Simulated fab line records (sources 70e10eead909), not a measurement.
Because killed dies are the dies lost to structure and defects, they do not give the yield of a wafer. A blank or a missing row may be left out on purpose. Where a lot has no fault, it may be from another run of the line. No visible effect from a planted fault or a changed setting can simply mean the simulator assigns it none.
fab line records ; flow nand-harc
record lots=15; wafers=45; last-day=24
route steps=1159 shown P_ZERO_WELL@18 P_GATE@146
lots with no fault: from the same line, run without faults
start-h: the number of hours between the record's first day and the start of the first shown wafer of the lot ; wait-h: how many hours have passed since the lot's step before this one ; " same as the row above ; L1.1+2: several wafers, shown together as one row ; - value missing, or start not given ; * or withheld: withheld ; < > ~ a bound
route shown NAME@n: a module of which the file shows steps, and the number in the route of the first ; usual: mean and standard deviation over wafers with no fault ; same: alike in all rows ; chamber/n: place in a boat ; sites: each site's reading ; _std_site: standard deviation of those values ; _edge_site: mean of outer sites minus mean of inner sites ; radius-mm: for every site, how far away it sits from the centre of the wafer ; mask NAME#n: copy n ; behind: tool/chamber where the wafer was last shaped ; hold: why the lot was held/for how many hours/how that ended ; device: the n, p or np transistor that did not switch ; end of line: the route-end tests of the same wafers ; for a step that has no rows: nothing shown but its recipe ; killed: at the first sort, the dies lost to defects and structure; wafer yield is something else ; map: the dies of a wafer, with x for killed, . for not killed, _ for no die there
set.NAME: the setting the step ran with; set.NAME@STEP: the setting that earlier step ran with ; model.NAME: the simulator's own value behind a step, which no gauge read
route steps across a sampled set of lots; one table per step, one row per wafer
services: a tool's chamber out of use, with start hour (start-h, from the record's first day; less than 0 if before it), hours out, and reason
## steps
# step NHARC_P_ZERO_WELL_ETCH_62
# recipe target-depth-a=130; time-s=6.5; chf3-flow-sccm=50; ar-flow-sccm=200; rf-w=500; bias-w=200; chemistry=CHF3/Ar
# usual drypump-motor-current-A=5.7/0.44; oes-product-au=0.963/0.019; rf-vpp-V=369.2/1.8; showerhead-plenum-p-Torr=2.28/0.072; throttle-valve-pct=20.217/0.0093
lot.wafer;tool;chamber;start-h;wait-h;drypump-motor-current-A;oes-product-au;rf-hours-counter-h;rf-vpp-V;showerhead-plenum-p-Torr;throttle-valve-pct
L364.1;rie-diel-10;1;-;-;5.7;0.955;0;370.8;2.45;20.208
L364.2;rie-diel-10;2;-;-;5.4;0.979;0;369.2;2.32;20.222
L364.5;rie-diel-10;0;-;-;5.9;0.949;-;368.4;2.26;20.235
L367.3;rie-diel-06;2;-;-;5.9;0.986;11;366.6;2.21;20.209
L367.2;rie-diel-06;3;-;-;6.1;0.985;11;370.5;2.36;20.196
L367.4;rie-diel-06;0;-;-;4.8;0.959;10;369.3;2.34;20.217
L369.3;rie-diel-06;1;-;-;6.2;0.914;12;369.0;2.24;20.214
L369.4;rie-diel-06;3;-;-;6.2;0.946;12;371.9;2.36;20.216
L369.1;rie-diel-06;0;-;-;4.8;0.932;12;369.4;2.33;20.218
L370.3;rie-diel-11;2;-;-;5.4;0.936;2;367.9;2.20;20.222
L370.4;rie-diel-11;3;-;-;5.9;0.916;3;369.3;2.28;20.228
L370.6;rie-diel-11;1;-;-;5.7;0.928;-;372.0;2.31;20.211
L371.2;rie-diel-06;2;-;-;5.9;0.986;13;367.7;2.21;20.207
L371.1;rie-diel-06;1;-;-;6.2;0.963;12;367.7;2.24;20.242
L371.6;rie-diel-06;2;-;-;5.9;0.993;-;365.2;2.21;20.215
L374.1;rie-diel-06;2;-;-;5.9;0.975;0;367.6;2.20;20.228
L374.4;rie-diel-06;0;-;-;4.8;0.946;0;370.0;2.33;20.224
L374.3;rie-diel-06;1;-;-;6.1;0.990;0;367.6;2.24;20.220
L375.3;rie-diel-11;3;-;-;5.9;0.953;5;369.4;2.28;20.222
L375.2;rie-diel-11;0;-;-;5.1;0.980;3;371.9;2.36;20.224
L375.1;rie-diel-11;1;-;-;5.7;0.971;6;370.4;2.31;20.216
L376.3;rie-diel-06;1;-;-;6.2;0.988;1;368.1;2.24;20.222
L376.1;rie-diel-06;2;-;-;5.9;0.967;1;368.0;2.20;20.228
L376.6;rie-diel-06;1;-;-;6.2;0.984;-;368.7;2.24;20.229
L377.2;rie-diel-10;0;-;-;5.9;0.964;7;369.0;2.26;20.212
L377.4;rie-diel-10;1;-;-;5.7;0.947;-;374.8;2.44;20.200
L377.5;rie-diel-10;3;-;-;5.1;0.974;-;368.2;2.22;20.233
L379.2;rie-diel-06;2;-;-;5.9;0.954;3;367.3;2.20;20.220
L379.4;rie-diel-06;3;-;-;6.1;0.969;3;372.1;2.36;20.222
L379.6;rie-diel-06;2;-;-;5.9;0.960;-;366.9;2.20;20.211
L380.3;rie-diel-11;3;-;-;6.0;0.931;7;369.9;2.28;20.236
L380.5;rie-diel-11;2;-;-;5.4;0.967;-;366.9;2.20;20.235
L380.6;rie-diel-11;3;-;-;6.0;0.950;-;369.8;2.28;20.229
L381.4;rie-diel-11;1;-;-;5.7;0.965;7;369.7;2.31;20.213
L381.3;rie-diel-11;3;-;-;6.0;0.950;7;368.5;2.28;20.226
L381.1;rie-diel-11;0;-;-;5.1;0.987;5;370.6;2.36;20.222
L383.3;rie-diel-06;2;-;-;5.9;0.955;4;367.3;2.20;20.223
L383.4;rie-diel-06;2;-;-;5.9;0.952;-;367.2;2.20;20.219
L383.6;rie-diel-06;1;-;-;6.2;0.961;-;368.3;2.24;20.209
L384.2;rie-diel-11;2;-;-;5.4;0.986;9;368.1;2.20;20.213
L384.1;rie-diel-11;1;-;-;5.7;0.957;10;369.9;2.31;20.212
L384.6;rie-diel-11;2;-;-;5.4;1.006;-;368.7;2.20;20.214
L386.3;rie-diel-11;2;-;-;5.4;0.924;10;367.7;2.20;20.206
L386.2;rie-diel-11;1;-;-;5.7;0.918;10;368.5;2.31;20.198
L386.6;rie-diel-11;2;-;-;5.4;0.934;-;367.9;2.20;20.210
# step NHARC_P_ZERO_WELL_CD_MEAS_52
# recipe target-cd-nm=2000; landing-energy-ev=500
# usual cd-nm=2000.4/1.6
lot.wafer;tool;chamber;start-h;wait-h;cd-nm
L364.1;cd-sem-02;0;17.85;-;2001.7
L364.2;cd-sem-02;0;17.85;-;2001.3
L364.5;cd-sem-02;0;17.85;-;1998.9
L367.2;cd-sem-02;0;35.52;-;1999.0
L367.3;cd-sem-02;0;35.52;-;2000.7
L367.4;cd-sem-02;0;35.52;-;2001.3
L369.1;cd-sem-03;0;48.20;-;2001.6
L369.3;cd-sem-03;0;48.20;-;2004.7
L369.4;cd-sem-03;0;48.20;-;2001.3
L370.3;cd-sem-01;0;53.88;-;1996.4
L370.4;cd-sem-01;0;53.88;-;1998.8
L370.6;cd-sem-01;0;53.88;-;2002.2
L371.1;cd-sem-03;0;59.62;-;2002.7
L371.2;cd-sem-03;0;59.62;-;1998.2
L371.6;cd-sem-03;0;59.62;-;1999.4
L374.1;cd-sem-01;0;77.49;-;2003.0
L374.3;cd-sem-01;0;77.49;-;2002.0
L374.4;cd-sem-01;0;77.49;-;1998.0
L375.1;cd-sem-02;0;83.90;-;2001.6
L375.2;cd-sem-02;0;83.90;-;1999.9
L375.3;cd-sem-02;0;83.90;-;2000.8
L376.1;cd-sem-01;0;90.08;-;1998.6
L376.3;cd-sem-01;0;90.08;-;2000.7
L376.6;cd-sem-01;0;90.08;-;1999.7
L377.2;cd-sem-02;0;96.02;-;1999.7
L377.4;cd-sem-02;0;96.02;-;2002.9
L377.5;cd-sem-02;0;96.02;-;1999.3
L379.2;cd-sem-03;0;108.12;-;2000.0
L379.4;cd-sem-03;0;108.12;-;2000.4
L379.6;cd-sem-03;0;108.12;-;1999.6
L380.3;cd-sem-03;0;113.77;-;2002.9
L380.5;cd-sem-03;0;113.77;-;2001.3
L380.6;cd-sem-03;0;113.77;-;2004.3
L381.1;cd-sem-02;0;119.83;-;2001.0
L381.3;cd-sem-02;0;119.83;-;2003.0
L381.4;cd-sem-02;0;119.83;-;2002.2
L383.3;cd-sem-03;0;131.72;-;2000.5
L383.4;cd-sem-03;0;131.72;-;2001.6
L383.6;cd-sem-03;0;131.72;-;2000.7
L384.1;cd-sem-02;0;137.57;-;1998.7
L384.2;cd-sem-02;0;137.57;-;1999.6
L384.6;cd-sem-02;0;137.57;-;1999.8
L386.2;cd-sem-02;0;149.63;-;2000.8
L386.3;cd-sem-02;0;149.63;-;2001.2
L386.6;cd-sem-02;0;149.63;-;2000.0
# step NHARC_P_GATE_HM_OPEN_105
# recipe target-depth-a=3600; o2-flow-sccm=400; cos-flow-sccm=20; ar-flow-sccm=0; rf-w=500; bias-w=300; chemistry=O2/COS
# usual drypump-motor-current-A=5.89/0.22; oes-product-au=0.995/0.01; rf-vpp-V=466/3.1; showerhead-plenum-p-Torr=3.09/0.14; throttle-valve-pct=28.330/0.0091
lot.wafer;tool;chamber;start-h;wait-h;drypump-motor-current-A;oes-product-au;rf-hours-counter-h;rf-vpp-V;showerhead-plenum-p-Torr;throttle-valve-pct
L364.2;rie-diel-07;2;-;-;5.95;0.994;8;464;2.99;28.320
L364.1;rie-diel-07;3;-;-;5.72;0.988;9;465;3.00;28.343
L364.5;rie-diel-07;3;-;-;5.73;1.002;-;463;3.00;28.315
L367.2;rie-diel-07;1;-;-;5.68;0.998;8;472;3.35;28.321
L367.4;rie-diel-07;3;-;-;5.71;1.004;12;466;2.99;28.328
L367.3;rie-diel-07;0;-;-;5.96;0.997;11;467;3.19;28.331
L369.3;rie-diel-01;2;-;-;6.17;1.011;55;465;3.02;28.330
L369.1;rie-diel-01;3;-;-;5.27;0.999;50;464;2.95;28.331
L369.4;rie-diel-01;0;-;-;6.08;0.993;56;469;3.23;28.343
L370.4;rie-diel-01;0;-;-;6.06;0.984;57;468;3.23;28.352
L370.3;rie-diel-01;3;-;-;5.22;0.983;51;463;2.95;28.338
L370.6;rie-diel-01;1;-;-;5.84;1.019;-;466;3.05;28.332
L371.2;rie-diel-03;1;-;-;6.08;1.003;22;463;2.92;28.325
L371.1;rie-diel-03;3;-;-;6.18;1.005;31;468;3.13;28.334
L371.6;rie-diel-03;1;-;-;6.09;1.010;-;462;2.92;28.333
L374.3;rie-diel-07;1;-;-;5.64;0.983;15;474;3.35;28.342
L374.1;rie-diel-07;3;-;-;5.74;0.998;18;464;2.99;28.327
L374.4;rie-diel-07;0;-;-;5.98;1.003;17;468;3.19;28.333
L379.4;rie-diel-07;2;-;-;5.93;1.006;18;464;2.99;28.336
L379.2;rie-diel-07;3;-;-;5.71;0.994;20;464;2.99;28.321
L379.6;rie-diel-07;1;-;-;5.67;0.980;-;471;3.35;28.328
L377.4;rie-diel-07;0;-;-;5.90;0.994;19;468;3.19;28.324
L377.2;rie-diel-07;3;-;-;5.74;0.989;20;464;2.99;28.328
L377.5;rie-diel-07;1;-;-;5.69;0.987;-;471;3.35;28.348
L375.2;rie-diel-03;1;-;-;6.08;0.994;36;463;2.91;28.324
L375.1;rie-diel-03;2;-;-;6.30;0.994;43;462;2.93;28.337
L375.3;rie-diel-03;0;-;-;5.84;0.982;48;468;3.12;28.339
L376.3;rie-diel-07;1;-;-;5.68;0.979;16;473;3.35;28.336
L376.1;rie-diel-07;0;-;-;5.97;1.001;19;469;3.19;28.322
L376.6;rie-diel-07;1;-;-;5.68;0.980;-;471;3.35;28.327
L380.3;rie-diel-07;2;-;-;5.92;0.999;21;465;2.99;28.323
L380.5;rie-diel-07;1;-;-;5.66;0.973;-;473;3.35;28.335
L380.6;rie-diel-07;2;-;-;5.93;1.001;-;464;2.99;28.329
L381.1;rie-diel-01;1;-;-;5.84;0.998;16;465;3.05;28.335
L381.4;rie-diel-01;2;-;-;6.21;0.995;17;464;3.01;28.337
L381.3;rie-diel-01;3;-;-;5.23;1.002;17;465;2.94;28.321
L384.2;rie-diel-03;0;-;-;5.85;0.981;57;468;3.11;28.339
L384.1;rie-diel-03;3;-;-;6.17;0.994;57;466;3.12;28.338
L384.6;rie-diel-03;0;-;-;5.86;0.975;-;466;3.11;28.337
L383.3;rie-diel-03;1;-;-;6.08;1.001;48;463;2.91;28.316
L383.4;rie-diel-03;0;-;-;5.85;0.980;58;466;3.11;28.320
L383.6;rie-diel-03;1;-;-;6.09;0.994;-;461;2.91;28.324
L386.3;rie-diel-07;3;-;-;5.73;0.990;29;464;2.99;28.319
L386.2;rie-diel-07;0;-;-;5.89;1.002;30;468;3.18;28.338
L386.6;rie-diel-07;3;-;-;5.72;1.003;-;465;2.99;28.347
# step NHARC_P_GATE_ALD_36
# recipe target-thk-a=200; pulse-time-s=60; ald-cycles=223; temp-c=400; material=SiNx
# usual ald-cycles=223/0; heater-power-outer-w=520/62; heater-power-w=859/85; precursor-pulse-height-rel=1.000/0.018
lot.wafer;tool;chamber;start-h;wait-h;ald-cycles;heater-power-outer-w;heater-power-w;precursor-pulse-height-rel
L364.2;ald-sin-03;1;94.24;-;223;548;898;1.019
L364.1;ald-sin-03;2;95.28;-;223;503;872;0.991
L364.5;ald-sin-03;0;97.38;-;223;651;1095;1.015
L367.3;ald-sin-02;0;112.58;-;223;516;804;1.012
L367.4;ald-sin-02;1;113.61;-;223;541;851;0.977
L367.2;ald-sin-02;3;115.68;-;223;440;779;0.998
L369.3;ald-sin-03;0;120.79;-;-;-;-;-
L369.1;ald-sin-03;1;121.86;-;-;-;-;-
L369.4;ald-sin-03;2;122.93;-;-;-;-;-
L370.3;ald-sin-01;3;125.51;-;-;-;-;-
L370.6;ald-sin-01;3;129.80;-;-;-;-;-
L370.4;ald-sin-01;0;131.23;-;-;-;-;-
L371.1;ald-sin-02;2;137.21;-;-;-;-;-
L371.2;ald-sin-02;3;138.29;-;-;-;-;-
L371.6;ald-sin-02;0;139.36;-;-;-;-;-
L374.1;ald-sin-02;0;151.13;-;223;518;807;1.003
L374.4;ald-sin-02;2;153.22;-;223;542;844;1.011
L374.3;ald-sin-02;3;154.27;-;223;436;760;0.980
L379.4;ald-sin-03;3;170.03;-;223;519;890;0.987
L379.2;ald-sin-03;0;171.09;-;223;669;1075;1.013
L379.6;ald-sin-03;3;174.26;-;223;526;877;0.976
L377.4;ald-sin-01;1;170.67;-;223;458;797;1.016
L377.2;ald-sin-01;3;172.76;-;223;433;718;1.004
L377.5;ald-sin-01;0;173.81;-;223;521;893;0.982
L375.3;ald-sin-02;1;170.82;-;223;583;855;1.003
L375.2;ald-sin-02;2;171.88;-;223;532;854;0.963
L375.1;ald-sin-02;3;172.93;-;223;437;778;0.997
L376.1;ald-sin-03;0;175.31;-;223;661;1035;0.986
L376.3;ald-sin-03;3;178.48;-;223;531;891;1.008
L376.6;ald-sin-03;1;180.59;-;223;500;831;0.995
L380.3;ald-sin-02;0;192.61;-;223;517;798;1.001
L380.6;ald-sin-02;1;193.67;-;223;574;869;0.999
L380.5;ald-sin-02;2;194.73;-;223;522;852;0.988
L381.4;ald-sin-03;3;193.64;-;223;541;883;1.023
L381.1;ald-sin-03;0;194.70;-;223;668;1036;0.988
L381.3;ald-sin-03;2;196.84;-;223;467;836;0.992
L384.1;ald-sin-02;0;209.15;-;223;512;783;0.992
L384.2;ald-sin-02;1;210.22;-;223;559;869;0.988
L384.6;ald-sin-02;0;213.40;-;223;520;772;0.995
L383.4;ald-sin-03;3;209.63;-;223;533;896;1.000
L383.3;ald-sin-03;0;210.67;-;223;665;1075;1.013
L383.6;ald-sin-03;0;214.83;-;223;674;1040;0.993
L386.2;ald-sin-02;1;222.59;-;223;573;847;1.014
L386.3;ald-sin-02;3;224.69;-;223;445;769;0.986
L386.6;ald-sin-02;2;227.83;-;223;538;842;1.014
## services
tool;chamber;start-h;hours;kind
rie-diel-03;0;-7.61;4.8;repair
rie-diel-03;0;2.92;15.4;repair
rie-diel-11;0;11.67;20.5;repair
rie-diel-11;-;12.50;9.0;pm
rie-diel-07;1;22.13;47.9;repair
rie-diel-11;2;28.91;5.1;repair
rie-diel-11;0;35.90;6.3;repair
rie-diel-03;-;38.30;9.0;pm
ald-sin-03;0;43.89;4.9;repair
ald-sin-02;-;50.00;10.0;pm
rie-diel-07;-;51.22;9.0;pm
rie-diel-03;-;54.75;1.4;repair
rie-diel-06;-;64.20;9.0;pm
ald-sin-02;-;69.83;4.7;repair
rie-diel-03;1;84.83;17.2;repair
ald-sin-02;2;96.37;9.8;repair
ald-sin-03;-;108.85;10.0;pm
rie-diel-06;-;109.20;0.7;repair
rie-diel-06;3;112.05;21.2;repair
rie-diel-07;2;113.00;2.9;repair
rie-diel-06;-;184.19;6.1;repair
rie-diel-11;-;189.50;9.0;pm
rie-diel-07;3;195.50;2.0;repair
rie-diel-07;-;224.97;0.5;repair
## key
first-sign step=NHARC_P_GATE_ALD_36; reading=tool-record; direction=missing
effect none on later readings
met-at NHARC_P_GATE_ALD_36
struck-lots L369,L370,L371
later-rows-left-out L369.1,L369.3,L369.4,L370.3,L370.4,L370.6,L371.1,L371.2,L371.6
sort-left-out L369.1,L369.3,L369.4,L370.3,L370.4,L370.6,L371.1,L371.2,L371.6
tester-left-out L369,L370,L371
not-acting-at NHARC_P_ZERO_WELL_ETCH_62,NHARC_P_ZERO_WELL_CD_MEAS_52,NHARC_P_GATE_HM_OPEN_105
onset-between 112.58 120.79
fault kind=skipped-step-whole; tool=ald-sin-01,ald-sin-02,ald-sin-03; chamber=-; onset-h=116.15; steps=NHARC_P_GATE_ALD_36; scope=struck-lots-only
# tester-left-out: of these lots the tester's yield and bins aren't shown, on N5 and GAA mostly nor the transistor test; their killed dies are dies lost to structure and defects alone, not to doping, threshold or leakage, so they don't give the yield
# sort-left-out: the simulated sort isn't trusted on such a fault, so these wafers' sort isn't shown, and their yield isn't known
# later-rows-left-out: the simulator's readings of these wafers behind a module that went badly wrong aren't trusted and aren't shown, but for the sort
